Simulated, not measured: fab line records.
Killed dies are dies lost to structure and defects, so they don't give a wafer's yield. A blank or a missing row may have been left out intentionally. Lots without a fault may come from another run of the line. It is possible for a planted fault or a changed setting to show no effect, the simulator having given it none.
Which tool was responsible? :: flow n5Finfet :: 72 wafers from 24 lots sampled at 6 of the route's 1938 steps

WHAT EACH GAUGE READ, for each wafer
N5_BEOL_M5_OVL_MEAS_29.
lot: L074
measured: day 9 20:47
on: overlay-01
V4_OVL (nm): -1.9 -0.2 -1.4

lot: L075
measured: day 10 00:22
on: overlay-02
V4_OVL (nm): 0.8 -1.1 -1.7

lot: L076
measured: day 10 00:16
on: overlay-02
V4_OVL (nm): 0.1 0.8 -0.9

lot: L077
measured: day 10 08:32
on: overlay-01
V4_OVL (nm): -0.2 -1.0 -0.9

lot: L078
measured: day 10 19:08
on: overlay-02
V4_OVL (nm): -0.3 -0.6 0.1

lot: L079
measured: day 10 22:32
on: overlay-02
V4_OVL (nm): 0.5 -0.3 -0.4

lot: L080
measured: day 11 05:36
on: overlay-02
V4_OVL (nm): 0.6 0.0 0.2

lot: L081
measured: day 11 06:44
on: overlay-01
V4_OVL (nm): -0.2 -0.5 0.0

lot: L082
measured: day 11 12:22
on: overlay-01
V4_OVL (nm): 0.3 0.4 0.0

lot: L085
measured: day 11 16:11
on: overlay-02
V4_OVL (nm): -0.7 -1.2 -0.5

lot: L083
measured: day 11 21:47
on: overlay-01
V4_OVL (nm): 0.0 -0.1 -0.9

lot: L084
measured: day 12 13:19
on: overlay-02
V4_OVL (nm): 0.0 -0.8 -0.7

lot: L087
measured: day 12 14:23
on: overlay-02
V4_OVL (nm): 0.0 -1.3 -0.1

lot: L086
measured: day 12 17:21
on: overlay-02
V4_OVL (nm): -0.6 -0.4 -0.7

lot: L089
measured: day 12 17:17
on: overlay-01
V4_OVL (nm): 1.2 0.0 -0.9

lot: L088
measured: day 13 07:52
on: overlay-01
V4_OVL (nm): -0.7 0.4 -0.4

lot: L090
measured: day 13 08:44
on: overlay-01
V4_OVL (nm): -1.7 -0.7 -1.1

lot: L091
measured: day 14 02:38
on: overlay-01
V4_OVL (nm): 0.3 0.7 1.1

lot: L092
measured: day 14 08:40
on: overlay-01
V4_OVL (nm): 0.0 -0.7 0.1

lot: L094
measured: day 14 12:03
on: overlay-02
V4_OVL (nm): -1.1 -1.0 -0.1

lot: L093
measured: day 14 12:13
on: overlay-01
V4_OVL (nm): -0.1 0.0 -0.1

lot: L095
measured: day 14 17:14
on: overlay-01
V4_OVL (nm): -0.5 0.0 -0.1

lot: L096
measured: day 14 17:25
on: overlay-02
V4_OVL (nm): 0.3 0.5 0.0

lot: L097
measured: day 15 14:10
on: overlay-02
V4_OVL (nm): 0.4 0.1 -0.7

EACH LOT AND THE TOOL THAT RAN IT (in order: tool; ch and the chambers of the sampled wafers; start)
lot: L074
N5_BEOL_M4_SPUTTER_88: pvdSputter-03, day 9 11:25
N5_BEOL_M4_ANNEAL_91: pvdSputter-03, day 9 11:43
N5_BEOL_M4_ANNEAL_93: pvdSputter-03, day 9 11:56
N5_BEOL_M4_SPUTTER_96: pvdSputter-03, day 9 12:17
N5_BEOL_M5_HM_DEP_02: pvdSputter-02, day 9 16:44

lot: L075
N5_BEOL_M4_SPUTTER_88: pvdSputter-03, day 9 14:59
N5_BEOL_M4_ANNEAL_91: pvdSputter-03, day 9 15:17
N5_BEOL_M4_ANNEAL_93: pvdSputter-03, day 9 15:31
N5_BEOL_M4_SPUTTER_96: pvdSputter-03, day 9 15:52
N5_BEOL_M5_HM_DEP_02: pvdSputter-03, day 9 20:01

lot: L076
N5_BEOL_M4_SPUTTER_88: pvdSputter-01, day 9 17:09
N5_BEOL_M4_ANNEAL_91: pvdSputter-01, day 9 17:27
N5_BEOL_M4_ANNEAL_93: pvdSputter-01, day 9 17:40
N5_BEOL_M4_SPUTTER_96: pvdSputter-01, day 9 18:02
N5_BEOL_M5_HM_DEP_02: pvdSputter-03, day 9 20:56

lot: L077
N5_BEOL_M4_SPUTTER_88: pvdSputter-02, day 9 23:21
N5_BEOL_M4_ANNEAL_91: pvdSputter-02, day 9 23:39
N5_BEOL_M4_ANNEAL_93: pvdSputter-02, day 9 23:52
N5_BEOL_M4_SPUTTER_96: pvdSputter-02, day 10 00:14
N5_BEOL_M5_HM_DEP_02: pvdSputter-02, day 10 05:23

lot: L078
N5_BEOL_M4_SPUTTER_88: pvdSputter-03, day 10 11:11
N5_BEOL_M4_ANNEAL_91: pvdSputter-03, day 10 11:29
N5_BEOL_M4_ANNEAL_93: pvdSputter-03, day 10 11:42
N5_BEOL_M4_SPUTTER_96: pvdSputter-03, day 10 12:04
N5_BEOL_M5_HM_DEP_02: pvdSputter-03, day 10 16:01

lot: L079
N5_BEOL_M4_SPUTTER_88: pvdSputter-03, day 10 14:07
N5_BEOL_M4_ANNEAL_91: pvdSputter-03, day 10 14:25
N5_BEOL_M4_ANNEAL_93: pvdSputter-03, day 10 14:38
N5_BEOL_M4_SPUTTER_96: pvdSputter-03, day 10 15:00
N5_BEOL_M5_HM_DEP_02: pvdSputter-01, day 10 19:47

lot: L080
N5_BEOL_M4_SPUTTER_88: pvdSputter-02, day 10 22:17
N5_BEOL_M4_ANNEAL_91: pvdSputter-02, day 10 22:35
N5_BEOL_M4_ANNEAL_93: pvdSputter-02, day 10 22:48
N5_BEOL_M4_SPUTTER_96: pvdSputter-02, day 10 23:10
N5_BEOL_M5_HM_DEP_02: pvdSputter-01, day 11 02:59

lot: L081
N5_BEOL_M4_SPUTTER_88: pvdSputter-02, day 11 01:02
N5_BEOL_M4_ANNEAL_91: pvdSputter-02, day 11 01:20
N5_BEOL_M4_ANNEAL_93: pvdSputter-02, day 11 01:34
N5_BEOL_M4_SPUTTER_96: pvdSputter-02, day 11 01:55
N5_BEOL_M5_HM_DEP_02: pvdSputter-03, day 11 04:55

lot: L082
N5_BEOL_M4_SPUTTER_88: pvdSputter-02, day 11 02:53
N5_BEOL_M4_ANNEAL_91: pvdSputter-02, day 11 03:11
N5_BEOL_M4_ANNEAL_93: pvdSputter-02, day 11 03:24
N5_BEOL_M4_SPUTTER_96: pvdSputter-02, day 11 03:46
N5_BEOL_M5_HM_DEP_02: pvdSputter-03, day 11 07:29

lot: L085
N5_BEOL_M4_SPUTTER_88: pvdSputter-03, day 11 09:55
N5_BEOL_M4_ANNEAL_91: pvdSputter-03, day 11 10:13
N5_BEOL_M4_ANNEAL_93: pvdSputter-03, day 11 10:26
N5_BEOL_M4_SPUTTER_96: pvdSputter-03, day 11 10:48
N5_BEOL_M5_HM_DEP_02: pvdSputter-01, day 11 14:10

lot: L083
N5_BEOL_M4_SPUTTER_88: pvdSputter-03, day 11 15:07
N5_BEOL_M4_ANNEAL_91: pvdSputter-03, day 11 15:25
N5_BEOL_M4_ANNEAL_93: pvdSputter-03, day 11 15:38
N5_BEOL_M4_SPUTTER_96: pvdSputter-03, day 11 16:00
N5_BEOL_M5_HM_DEP_02: pvdSputter-01, day 11 18:53

lot: L084
N5_BEOL_M4_SPUTTER_88: pvdSputter-02, day 12 07:30
N5_BEOL_M4_ANNEAL_91: pvdSputter-02, day 12 07:50
N5_BEOL_M4_ANNEAL_93: pvdSputter-02, day 12 08:05
N5_BEOL_M4_SPUTTER_96: pvdSputter-02, day 12 08:29
N5_BEOL_M5_HM_DEP_02: pvdSputter-01, day 12 11:58

lot: L087
N5_BEOL_M4_SPUTTER_88: pvdSputter-01, day 12 07:40
N5_BEOL_M4_ANNEAL_91: pvdSputter-01, day 12 07:58
N5_BEOL_M4_ANNEAL_93: pvdSputter-01, day 12 08:11
N5_BEOL_M4_SPUTTER_96: pvdSputter-01, day 12 08:32
N5_BEOL_M5_HM_DEP_02: pvdSputter-01, day 12 12:04

lot: L086
N5_BEOL_M4_SPUTTER_88: pvdSputter-03, day 12 08:54
N5_BEOL_M4_ANNEAL_91: pvdSputter-03, day 12 09:12
N5_BEOL_M4_ANNEAL_93: pvdSputter-03, day 12 09:25
N5_BEOL_M4_SPUTTER_96: pvdSputter-03, day 12 09:47
N5_BEOL_M5_HM_DEP_02: pvdSputter-01, day 12 12:38

lot: L089
N5_BEOL_M4_SPUTTER_88: pvdSputter-01, day 12 10:55
N5_BEOL_M4_ANNEAL_91: pvdSputter-01, day 12 11:13
N5_BEOL_M4_ANNEAL_93: pvdSputter-01, day 12 11:26
N5_BEOL_M4_SPUTTER_96: pvdSputter-01, day 12 11:48
N5_BEOL_M5_HM_DEP_02: pvdSputter-01, day 12 15:11

lot: L088
N5_BEOL_M4_SPUTTER_88: pvdSputter-02, day 13 01:38
N5_BEOL_M4_ANNEAL_91: pvdSputter-02, day 13 01:56
N5_BEOL_M4_ANNEAL_93: pvdSputter-02, day 13 02:09
N5_BEOL_M4_SPUTTER_96: pvdSputter-02, day 13 02:31
N5_BEOL_M5_HM_DEP_02: pvdSputter-02, day 13 06:25

lot: L090
N5_BEOL_M4_SPUTTER_88: pvdSputter-03, day 13 01:57
N5_BEOL_M4_ANNEAL_91: pvdSputter-03, day 13 02:15
N5_BEOL_M4_ANNEAL_93: pvdSputter-03, day 13 02:28
N5_BEOL_M4_SPUTTER_96: pvdSputter-03, day 13 02:50
N5_BEOL_M5_HM_DEP_02: pvdSputter-03, day 13 07:13

lot: L091
N5_BEOL_M4_SPUTTER_88: pvdSputter-01, day 13 17:26
N5_BEOL_M4_ANNEAL_91: pvdSputter-01, day 13 17:44
N5_BEOL_M4_ANNEAL_93: pvdSputter-01, day 13 17:57
N5_BEOL_M4_SPUTTER_96: pvdSputter-01, day 13 18:19
N5_BEOL_M5_HM_DEP_02: pvdSputter-01, day 13 22:50

lot: L092
N5_BEOL_M4_SPUTTER_88: pvdSputter-03, day 13 23:01
N5_BEOL_M4_ANNEAL_91: pvdSputter-03, day 13 23:19
N5_BEOL_M4_ANNEAL_93: pvdSputter-03, day 13 23:32
N5_BEOL_M4_SPUTTER_96: pvdSputter-03, day 13 23:53
N5_BEOL_M5_HM_DEP_02: pvdSputter-03, day 14 03:10

lot: L094
N5_BEOL_M4_SPUTTER_88: pvdSputter-01, day 14 01:26
N5_BEOL_M4_ANNEAL_91: pvdSputter-01, day 14 01:44
N5_BEOL_M4_ANNEAL_93: pvdSputter-01, day 14 01:58
N5_BEOL_M4_SPUTTER_96: pvdSputter-01, day 14 02:19
N5_BEOL_M5_HM_DEP_02: pvdSputter-01, day 14 09:01

lot: L093
N5_BEOL_M4_SPUTTER_88: pvdSputter-02, day 14 01:34
N5_BEOL_M4_ANNEAL_91: pvdSputter-02, day 14 01:52
N5_BEOL_M4_ANNEAL_93: pvdSputter-02, day 14 02:05
N5_BEOL_M4_SPUTTER_96: pvdSputter-02, day 14 02:26
N5_BEOL_M5_HM_DEP_02: pvdSputter-01, day 14 08:49

lot: L095
N5_BEOL_M4_SPUTTER_88: pvdSputter-01, day 14 07:39
N5_BEOL_M4_ANNEAL_91: pvdSputter-01, day 14 07:57
N5_BEOL_M4_ANNEAL_93: pvdSputter-01, day 14 08:10
N5_BEOL_M4_SPUTTER_96: pvdSputter-01, day 14 08:32
N5_BEOL_M5_HM_DEP_02: pvdSputter-01, day 14 12:33

lot: L096
N5_BEOL_M4_SPUTTER_88: pvdSputter-03, day 14 11:02
N5_BEOL_M4_ANNEAL_91: pvdSputter-03, day 14 11:20
N5_BEOL_M4_ANNEAL_93: pvdSputter-03, day 14 11:34
N5_BEOL_M4_SPUTTER_96: pvdSputter-03, day 14 11:55
N5_BEOL_M5_HM_DEP_02: pvdSputter-02, day 14 14:44

lot: L097
N5_BEOL_M4_SPUTTER_88: pvdSputter-01, day 15 04:50
N5_BEOL_M4_ANNEAL_91: pvdSputter-01, day 15 05:08
N5_BEOL_M4_ANNEAL_93: pvdSputter-01, day 15 05:22
N5_BEOL_M4_SPUTTER_96: pvdSputter-01, day 15 05:43
N5_BEOL_M5_HM_DEP_02: pvdSputter-02, day 15 10:47
- N5_BEOL_M4_SPUTTER_88: material Cu, target thk 4.5 nm, time 8.29 s.
- N5_BEOL_M4_ANNEAL_91: time 240 s.
- N5_BEOL_M4_ANNEAL_93: time 240 s.
- N5_BEOL_M4_SPUTTER_96: material Cu, target thk 4.5 nm, time 8.29 s.
- N5_BEOL_M5_HM_DEP_02: deposits TiN, target thk 20 nm.

WHAT THE TOOLS THEMSELVES READ (means of the sampled wafers that have a number; where no wafer has one, the mark that the record gives instead)
N5_BEOL_M4_SPUTTER_88.
lot: L074
tool: pvdSputter-03
throttleValvePct (%): 29.1

lot: L075
tool: pvdSputter-03
throttleValvePct (%): 28.2

lot: L076
tool: pvdSputter-01
throttleValvePct (%): 31.7

lot: L077
tool: pvdSputter-02
throttleValvePct (%): 29.9

lot: L078
tool: pvdSputter-03
throttleValvePct (%): 29.2

lot: L079
tool: pvdSputter-03
throttleValvePct (%): 29.6

lot: L080
tool: pvdSputter-02
throttleValvePct (%): 29.8

lot: L081
tool: pvdSputter-02
throttleValvePct (%): 29.4

lot: L082
tool: pvdSputter-02
throttleValvePct (%): 29.5

lot: L085
tool: pvdSputter-03
throttleValvePct (%): 29.3

lot: L083
tool: pvdSputter-03
throttleValvePct (%): 28.2

lot: L084
tool: pvdSputter-02
throttleValvePct (%): 29.7

lot: L087
tool: pvdSputter-01
throttleValvePct (%): 29.7

lot: L086
tool: pvdSputter-03
throttleValvePct (%): 30.5

lot: L089
tool: pvdSputter-01
throttleValvePct (%): 31.0

lot: L088
tool: pvdSputter-02
throttleValvePct (%): 29.6

lot: L090
tool: pvdSputter-03
throttleValvePct (%): 28.7

lot: L091
tool: pvdSputter-01
throttleValvePct (%): 31.6

lot: L092
tool: pvdSputter-03
throttleValvePct (%): 29.4

lot: L094
tool: pvdSputter-01
throttleValvePct (%): 31.1

lot: L093
tool: pvdSputter-02
throttleValvePct (%): 28.8

lot: L095
tool: pvdSputter-01
throttleValvePct (%): 31.7

lot: L096
tool: pvdSputter-03
throttleValvePct (%): 29.6

lot: L097
tool: pvdSputter-01
throttleValvePct (%): 31.1

N5_BEOL_M4_ANNEAL_91.
lot: L074
tool: pvdSputter-03
heaterPowerW (W): 815
susceptor_temp_C_max: 401.9

lot: L075
tool: pvdSputter-03
heaterPowerW (W): 831
susceptor_temp_C_max: 400.8

lot: L076
tool: pvdSputter-01
heaterPowerW (W): 763
susceptor_temp_C_max: 401.3

lot: L077
tool: pvdSputter-02
heaterPowerW (W): 760
susceptor_temp_C_max: 401.6

lot: L078
tool: pvdSputter-03
heaterPowerW (W): 803
susceptor_temp_C_max: 401.1

lot: L079
tool: pvdSputter-03
heaterPowerW (W): 772
susceptor_temp_C_max: 401.0

lot: L080
tool: pvdSputter-02
heaterPowerW (W): 731
susceptor_temp_C_max: 401.2

lot: L081
tool: pvdSputter-02
heaterPowerW (W): 806
susceptor_temp_C_max: 401.1

lot: L082
tool: pvdSputter-02
heaterPowerW (W): 796
susceptor_temp_C_max: 400.7

lot: L085
tool: pvdSputter-03
heaterPowerW (W): 783
susceptor_temp_C_max: 400.7

lot: L083
tool: pvdSputter-03
heaterPowerW (W): 829
susceptor_temp_C_max: 401.1

lot: L084
tool: pvdSputter-02
heaterPowerW (W): 754
susceptor_temp_C_max: 401.0

lot: L087
tool: pvdSputter-01
heaterPowerW (W): 887
susceptor_temp_C_max: 400.9

lot: L086
tool: pvdSputter-03
heaterPowerW (W): 741
susceptor_temp_C_max: 401.0

lot: L089
tool: pvdSputter-01
heaterPowerW (W): 866
susceptor_temp_C_max: 400.8

lot: L088
tool: pvdSputter-02
heaterPowerW (W): 763
susceptor_temp_C_max: 400.7

lot: L090
tool: pvdSputter-03
heaterPowerW (W): 798
susceptor_temp_C_max: 401.1

lot: L091
tool: pvdSputter-01
heaterPowerW (W): 766
susceptor_temp_C_max: 401.1

lot: L092
tool: pvdSputter-03
heaterPowerW (W): 778
susceptor_temp_C_max: 400.8

lot: L094
tool: pvdSputter-01
heaterPowerW (W): 876
susceptor_temp_C_max: 401.2

lot: L093
tool: pvdSputter-02
heaterPowerW (W): 819
susceptor_temp_C_max: 401.2

lot: L095
tool: pvdSputter-01
heaterPowerW (W): 752
susceptor_temp_C_max: 401.2

lot: L096
tool: pvdSputter-03
heaterPowerW (W): 778
susceptor_temp_C_max: 401.1

lot: L097
tool: pvdSputter-01
heaterPowerW (W): 851
susceptor_temp_C_max: 400.8

N5_BEOL_M4_ANNEAL_93.
lot: L074
tool: pvdSputter-03
heaterPowerW (W): 814
susceptor_temp_C_max: 401.2

lot: L075
tool: pvdSputter-03
heaterPowerW (W): 829
susceptor_temp_C_max: 400.9

lot: L076
tool: pvdSputter-01
heaterPowerW (W): 757
susceptor_temp_C_max: 401.0

lot: L077
tool: pvdSputter-02
heaterPowerW (W): 771
susceptor_temp_C_max: 401.5

lot: L078
tool: pvdSputter-03
heaterPowerW (W): 801
susceptor_temp_C_max: 400.5

lot: L079
tool: pvdSputter-03
heaterPowerW (W): 777
susceptor_temp_C_max: 400.8

lot: L080
tool: pvdSputter-02
heaterPowerW (W): 729
susceptor_temp_C_max: 401.2

lot: L081
tool: pvdSputter-02
heaterPowerW (W): 798
susceptor_temp_C_max: 400.9

lot: L082
tool: pvdSputter-02
heaterPowerW (W): 800
susceptor_temp_C_max: 401.0

lot: L085
tool: pvdSputter-03
heaterPowerW (W): 773
susceptor_temp_C_max: 400.9

lot: L083
tool: pvdSputter-03
heaterPowerW (W): 828
susceptor_temp_C_max: 401.3

lot: L084
tool: pvdSputter-02
heaterPowerW (W): 736
susceptor_temp_C_max: 401.2

lot: L087
tool: pvdSputter-01
heaterPowerW (W): 889
susceptor_temp_C_max: 400.9

lot: L086
tool: pvdSputter-03
heaterPowerW (W): 746
susceptor_temp_C_max: 401.3

lot: L089
tool: pvdSputter-01
heaterPowerW (W): 868
susceptor_temp_C_max: 401.1

lot: L088
tool: pvdSputter-02
heaterPowerW (W): 773
susceptor_temp_C_max: 401.1

lot: L090
tool: pvdSputter-03
heaterPowerW (W): 798
susceptor_temp_C_max: 400.9

lot: L091
tool: pvdSputter-01
heaterPowerW (W): 780
susceptor_temp_C_max: 401.1

lot: L092
tool: pvdSputter-03
heaterPowerW (W): 792
susceptor_temp_C_max: 400.9

lot: L094
tool: pvdSputter-01
heaterPowerW (W): 874
susceptor_temp_C_max: 400.9

lot: L093
tool: pvdSputter-02
heaterPowerW (W): 827
susceptor_temp_C_max: 401.4

lot: L095
tool: pvdSputter-01
heaterPowerW (W): 766
susceptor_temp_C_max: 401.2

lot: L096
tool: pvdSputter-03
heaterPowerW (W): 791
susceptor_temp_C_max: 401.0

lot: L097
tool: pvdSputter-01
heaterPowerW (W): 871
susceptor_temp_C_max: 400.7

N5_BEOL_M4_SPUTTER_96.
lot: L074
tool: pvdSputter-03
throttleValvePct (%): 29.0

lot: L075
tool: pvdSputter-03
throttleValvePct (%): 28.3

lot: L076
tool: pvdSputter-01
throttleValvePct (%): 31.6

lot: L077
tool: pvdSputter-02
throttleValvePct (%): 29.6

lot: L078
tool: pvdSputter-03
throttleValvePct (%): 29.0

lot: L079
tool: pvdSputter-03
throttleValvePct (%): 29.5

lot: L080
tool: pvdSputter-02
throttleValvePct (%): 29.7

lot: L081
tool: pvdSputter-02
throttleValvePct (%): 29.5

lot: L082
tool: pvdSputter-02
throttleValvePct (%): 29.4

lot: L085
tool: pvdSputter-03
throttleValvePct (%): 29.4

lot: L083
tool: pvdSputter-03
throttleValvePct (%): 28.2

lot: L084
tool: pvdSputter-02
throttleValvePct (%): 29.7

lot: L087
tool: pvdSputter-01
throttleValvePct (%): 29.7

lot: L086
tool: pvdSputter-03
throttleValvePct (%): 30.4

lot: L089
tool: pvdSputter-01
throttleValvePct (%): 31.0

lot: L088
tool: pvdSputter-02
throttleValvePct (%): 29.4

lot: L090
tool: pvdSputter-03
throttleValvePct (%): 28.8

lot: L091
tool: pvdSputter-01
throttleValvePct (%): 31.7

lot: L092
tool: pvdSputter-03
throttleValvePct (%): 29.2

lot: L094
tool: pvdSputter-01
throttleValvePct (%): 31.0

lot: L093
tool: pvdSputter-02
throttleValvePct (%): 28.7

lot: L095
tool: pvdSputter-01
throttleValvePct (%): 31.8

lot: L096
tool: pvdSputter-03
throttleValvePct (%): 29.5

lot: L097
tool: pvdSputter-01
throttleValvePct (%): 31.1

N5_BEOL_M5_HM_DEP_02.
lot: L074
tool: pvdSputter-02
throttleValvePct (%): 29.1

lot: L075
tool: pvdSputter-03
throttleValvePct (%): 29.7

lot: L076
tool: pvdSputter-03
throttleValvePct (%): 29.5

lot: L077
tool: pvdSputter-02
throttleValvePct (%): 30.6

lot: L078
tool: pvdSputter-03
throttleValvePct (%): 28.6

lot: L079
tool: pvdSputter-01
throttleValvePct (%): 30.3

lot: L080
tool: pvdSputter-01
throttleValvePct (%): 31.7

lot: L081
tool: pvdSputter-03
throttleValvePct (%): 28.4

lot: L082
tool: pvdSputter-03
throttleValvePct (%): 29.7

lot: L085
tool: pvdSputter-01
throttleValvePct (%): 31.3

lot: L083
tool: pvdSputter-01
throttleValvePct (%): 31.9

lot: L084
tool: pvdSputter-01
throttleValvePct (%): 32.2

lot: L087
tool: pvdSputter-01
throttleValvePct (%): 32.3

lot: L086
tool: pvdSputter-01
throttleValvePct (%): 31.3

lot: L089
tool: pvdSputter-01
throttleValvePct (%): 30.3

lot: L088
tool: pvdSputter-02
throttleValvePct (%): 29.4

lot: L090
tool: pvdSputter-03
throttleValvePct (%): 29.7

lot: L091
tool: pvdSputter-01
throttleValvePct (%): 31.3

lot: L092
tool: pvdSputter-03
throttleValvePct (%): 29.9

lot: L094
tool: pvdSputter-01
throttleValvePct (%): 30.3

lot: L093
tool: pvdSputter-01
throttleValvePct (%): 31.0

lot: L095
tool: pvdSputter-01
throttleValvePct (%): 29.8

lot: L096
tool: pvdSputter-02
throttleValvePct (%): 30.4

lot: L097
tool: pvdSputter-02
throttleValvePct (%): 30.3

THE ANSWER, worked out from the rows above alone
Rule: the usual values come from the lots themselves. The widest of any qualifying gaps counts: lots, ordered by their means at a reading, are off when they make up no more than a third of the lots, leave a main group of 4 or more, and stand apart from it by 3 or more times the standard deviation of that group's means. If all means in a main group match to the digits the tables above print for the reading, that group is not used. A lot without any number at a reading at which 4 lots or more have one is off too. Where the step has rows for the other lots, those lots are counted as sound. The gauges are gone through in route order, then the tools' own readings, and for those a lot's mean is taken as printed above. The first step at which some lot is off is used, and at that step the reading that is off furthest; a lot without a number counts as furthest.
No lot is off at any reading shown: from this, nothing can be told.

WHAT WAS PUT IN BY THE SIMULATOR
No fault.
